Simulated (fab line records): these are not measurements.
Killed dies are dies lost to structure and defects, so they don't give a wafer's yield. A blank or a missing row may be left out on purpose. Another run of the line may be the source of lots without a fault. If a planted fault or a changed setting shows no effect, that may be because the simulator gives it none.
Matching of chambers    flow n5Finfet    rieDiel-01 running N5_BEOL_M0_STRIP_104: 4 sister chambers
The step strips in N2/H2. 4 wafers are shown with their chamber, then 12 later ones without.

## WAFERS PAIRED WITH THEIR CHAMBERS
wafer   chamber  showerheadPlenumPTorr (Torr)
L081.3  0        2.70
L086.2  2        2.59
L086.3  1        2.50
L086.6  3        2.68

## WAFERS WHOSE CHAMBER IS MISSING
wafer   showerheadPlenumPTorr (Torr)
L089.1  2.49
L089.2  2.59
L089.3  2.68
L089.4  2.69
L089.5  2.59
L089.6  2.68
L093.2  2.49
L093.5  2.67
L093.6  2.69
L096.3  2.59
L096.4  2.67
L096.5  2.49

## CHAMBER TAKEN BY EACH
wafer   from the rows above      in truth
L089.1  1                        1
L089.2  2                        2
L089.3  3                        3
L089.4  can't be placed: 3 or 0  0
L089.5  2                        2
L089.6  3                        3
L093.2  1                        1
L093.5  3                        3
L093.6  can't be placed: 3 or 0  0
L096.3  2                        2
L096.4  3                        3
L096.5  1                        1
Correct placement for 10 of the 12. Unplaceable from these rows: 2, with the true chamber sitting among the candidates in 2. Placed wrongly: 0.
How it was worked out, from the rows above alone: a wafer's distance from a chamber is the root of the sum, over the readings, of the square of ((its reading less the chamber's mean) divided by the reading's scatter). If the next closest chamber is less than 2 further off than the closest, the wafer can't be placed; otherwise it belongs to the closest. For every chamber, the mean is computed from those of its wafers that are shown. The scatter: with one shown wafer a chamber, the root of the mean of the squares of how far each hidden wafer lies from its nearest shown one.
